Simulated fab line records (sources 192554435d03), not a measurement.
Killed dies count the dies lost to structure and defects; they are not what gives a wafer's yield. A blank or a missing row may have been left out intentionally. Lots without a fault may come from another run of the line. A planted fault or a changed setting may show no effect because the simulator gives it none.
Matching of chambers	flow n5_finfet	N5_SD_EPI_N_ETCHBACK_44 on rie_diel-04 has 4 sister chambers
The step etches SiNx in CH3F/O2, stops on SiO2, target depth 14.5 nm. 4 wafers are shown with their chamber, then 9 later ones without.

WAFERS WITH THEIR CHAMBER
wafer	chamber	showerhead_plenum_p_Torr (Torr)
L086.4	0	2.13
L090.5	1	1.90
L091.3	2	1.95
L091.5	3	1.98

WAFERS WITH NO CHAMBER GIVEN
wafer	showerhead_plenum_p_Torr (Torr)
L094.1	2.12
L094.2	1.98
L094.4	1.90
L095.2	1.95
L095.5	2.12
L095.6	1.98
L096.1	2.12
L096.2	1.90
L096.3	1.98

WHICH CHAMBER EACH WENT THROUGH
wafer	from the rows above	in truth
L094.1	0	0
L094.2	3	3
L094.4	1	1
L095.2	2	2
L095.5	0	0
L095.6	3	3
L096.1	0	0
L096.2	1	1
L096.3	3	3
Placed correctly: 9 of 9. Not placeable from these rows: 0. Wrongly placed: 0.
How it was worked out, from the rows above alone: a wafer's distance from a chamber is the root of the sum, over the readings, of the square of ((its reading less the chamber's mean) divided by the reading's scatter). If the next closest chamber is less than 2 further off than the closest, the wafer can't be placed; otherwise it belongs to the closest. Each chamber's mean is taken over the wafers shown for it. The scatter: root of mean squared gap, hidden wafer to nearest shown wafer, with one shown wafer a chamber.
